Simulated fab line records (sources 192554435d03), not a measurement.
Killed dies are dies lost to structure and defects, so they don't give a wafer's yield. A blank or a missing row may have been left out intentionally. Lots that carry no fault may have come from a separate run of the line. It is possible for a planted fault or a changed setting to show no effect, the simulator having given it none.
Split-lot experiment | flow n5Finfet | 7 lots, 39 wafers read, on a route of 1938 steps

== ON THE SPLIT ==
At N5_DUMMY_GATE_EXPOSE_12 (exposes mask GATE, target cd 25 nm), the setting doseMj was moved away from the recipe's 34 on 18 of the 39 wafers read, by -7.5% to +4.2%. This setting was run at the recipe's value on the other wafers.

== FROM THE SPLIT TO THE READING: what the file shows between them, 2 steps ==
- N5_DUMMY_GATE_PEB_13: peb time 60 s
- N5_DUMMY_GATE_DEVELOP_14: develop time 30 s

== THE READING ==
cdNm at N5_DUMMY_GATE_CD_MEAS_15, given in nm (cd target 25.8 nm). Fault-free wafers of this fab line usually give 25.10 nm, standard deviation 0.28 nm.

wafer  | tool, chamber at the split | doseMj as run | against the recipe | cdNm, nm | against lot-mates on the recipe
L077.1 | euvScanner-02, 0           | 34            | recipe             | 25.46    | -
L077.2 | euvScanner-02, 0           | 33.01         | -2.9%              | 25.80    | +0.50
L077.3 | euvScanner-02, 0           | 33.01         | -2.9%              | 25.57    | +0.27
L077.4 | euvScanner-02, 0           | 33.01         | -2.9%              | 25.48    | +0.18
L077.5 | euvScanner-02, 0           | 34            | recipe             | 24.86    | -
L077.6 | euvScanner-02, 0           | 34            | recipe             | 25.57    | -
L083.1 | euvScanner-02, 0           | 32.71         | -3.8%              | 25.38    | +0.23
L083.2 | euvScanner-02, 0           | 34            | recipe             | 25.07    | -
L083.3 | euvScanner-02, 0           | 32.71         | -3.8%              | 25.68    | +0.53
L083.4 | euvScanner-02, 0           | 34            | recipe             | 25.35    | -
L083.5 | euvScanner-02, 0           | 32.71         | -3.8%              | 25.87    | +0.72
L083.6 | euvScanner-02, 0           | 34            | recipe             | 25.02    | -
L085.1 | euvScanner-02, 0           | 34            | recipe             | 25.27    | -
L085.2 | euvScanner-02, 0           | 31.45         | -7.5%              | 26.89    | +1.73
L085.3 | euvScanner-02, 0           | 34            | recipe             | 25.34    | -
L085.4 | euvScanner-02, 0           | 34            | recipe             | 24.87    | -
L085.5 | euvScanner-02, 0           | 31.45         | -7.5%              | 27.24    | +2.08
L085.6 | euvScanner-02, 0           | 31.45         | -7.5%              | 27.19    | +2.03
L089.1 | euvScanner-02, 0           | 35.42         | +4.2%              | 24.17    | -0.87
L089.2 | euvScanner-02, 0           | 34            | recipe             | 25.00    | -
L089.3 | euvScanner-02, 0           | 35.42         | +4.2%              | 24.33    | -0.71
L089.4 | euvScanner-02, 0           | 34            | recipe             | 24.93    | -
L089.5 | euvScanner-02, 0           | 34            | recipe             | 25.18    | -
L089.6 | euvScanner-02, 0           | 35.42         | +4.2%              | 24.81    | -0.23
L091.1 | euvScanner-01, 0           | 32.93         | -3.1%              | 25.59    | +0.74
L091.2 | euvScanner-01, 0           | 32.93         | -3.1%              | 25.25    | +0.40
L091.3 | euvScanner-01, 0           | 34            | recipe             | 24.65    | -
L091.4 | euvScanner-01, 0           | 34            | recipe             | 24.76    | -
L091.5 | euvScanner-01, 0           | 34            | recipe             | 25.13    | -
L091.6 | euvScanner-01, 0           | 32.93         | -3.1%              | 25.65    | +0.80
L093.1 | euvScanner-01, 0           | 34            | recipe             | 25.06    | -
L093.2 | euvScanner-01, 0           | 32.91         | -3.2%              | 25.89    | +1.09
L093.3 | euvScanner-01, 0           | 34            | recipe             | 24.61    | -
L093.4 | euvScanner-01, 0           | 32.91         | -3.2%              | 26.04    | +1.24
L093.5 | euvScanner-01, 0           | 32.91         | -3.2%              | 25.28    | +0.48
L093.6 | euvScanner-01, 0           | 34            | recipe             | 24.72    | -
L096.1 | euvScanner-02, 0           | 34            | recipe             | 24.95    | -
L096.5 | euvScanner-02, 0           | 34            | recipe             | 25.06    | -
L096.6 | euvScanner-02, 0           | 34            | recipe             | 25.30    | -

THE FIT
A straight line over all 39 wafers: cdNm changes by -0.216 nm for each +1% of doseMj; r = -0.89; the points scatter about the line by 0.3 nm.
The same after taking each lot's own level away (the mean of its wafers on the recipe; 39 wafers): -0.211 nm for each +1%; r = -0.90; scatter 0.29 nm.
According to that fit, moving doseMj by its largest amount changes the reading by 1.6 nm.
From 24.797 to 25.297 nm: that is the span of the lots' own levels, equal to 1.8 times the standard deviation above.
Hence the lot-to-lot level has little effect on the slope; both slopes agree.
Check: +1.58 nm against its lot-mates is what the line predicts for one of the wafers moved furthest among these (-7.5%) when that wafer is left out of the fit. It came out at +1.73 nm against them.

== THESE WAFERS: OTHER SPLITS ==
Other splits were also applied to these wafers ahead of the reading. Each is held against what the fit with the lots' levels taken away leaves over:
other split on the same wafers | wafers away from the commonest value | r with cdNm (lot level and that fit taken away)
N5_WELL_APT_EXPOSE_22 doseMj   | 15                                   | +0.03
N5_FIN_CUT_EXPOSE_05 doseMj    | 9                                    | +0.11

== FILE'S OWN FIT ==
cdNm changes by -0.214 nm for each +1% of doseMj, r = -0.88.
